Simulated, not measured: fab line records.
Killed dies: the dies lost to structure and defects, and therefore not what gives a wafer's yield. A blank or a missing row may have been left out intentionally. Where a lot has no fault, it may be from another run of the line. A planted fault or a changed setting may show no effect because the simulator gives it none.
Matching of chambers :: flow nandHarc :: aldHk-03 running NHARC_A_CHANNEL_FILL_D1_ALD_02: 4 sister chambers
The step deposits SiO2, target thk 6 nm, pulse time 10 s, ald cycles 60. 4 wafers are shown with their chamber, then 9 later ones without.

## WAFERS, EACH WITH ITS CHAMBER
wafer: L087.5
chamber: 1
heaterPowerW (W): 522

wafer: L088.1
chamber: 3
heaterPowerW (W): 539

wafer: L088.3
chamber: 2
heaterPowerW (W): 435

wafer: L088.5
chamber: 0
heaterPowerW (W): 445

## WAFERS MISSING THEIR CHAMBER
wafer: L089.2
heaterPowerW (W): 444

wafer: L089.4
heaterPowerW (W): 536

wafer: L089.6
heaterPowerW (W): 430

wafer: L091.2
heaterPowerW (W): 539

wafer: L091.3
heaterPowerW (W): 434

wafer: L091.4
heaterPowerW (W): 452

wafer: L094.1
heaterPowerW (W): 511

wafer: L094.2
heaterPowerW (W): 440

wafer: L094.3
heaterPowerW (W): 441

## WHICH CHAMBER EACH WENT THROUGH
wafer: L089.2
from the rows above: can't be placed: 0 or 2
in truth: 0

wafer: L089.4
from the rows above: 3
in truth: 3

wafer: L089.6
from the rows above: can't be placed: 2 or 0
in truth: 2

wafer: L091.2
from the rows above: 3
in truth: 3

wafer: L091.3
from the rows above: can't be placed: 2 or 0
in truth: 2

wafer: L091.4
from the rows above: can't be placed: 0 or 2
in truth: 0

wafer: L094.1
from the rows above: 1
in truth: 1

wafer: L094.2
from the rows above: can't be placed: 0 or 2
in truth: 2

wafer: L094.3
from the rows above: can't be placed: 0 or 2
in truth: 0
Placed correctly: 3 of 9. Can't be placed from these rows: 6 (the true chamber is among the candidates in 6). Placed wrongly: 0.
How it was worked out, from the rows above alone: a wafer's distance from a chamber is the root of the sum, over the readings, of the square of ((its reading less the chamber's mean) divided by the reading's scatter). The wafer belongs to the nearest chamber; if the next one is less than 2 further off, it can't be placed. For every chamber, the mean is computed from those of its wafers that are shown. The scatter: root of mean squared gap, hidden wafer to nearest shown wafer, with one shown wafer a chamber.
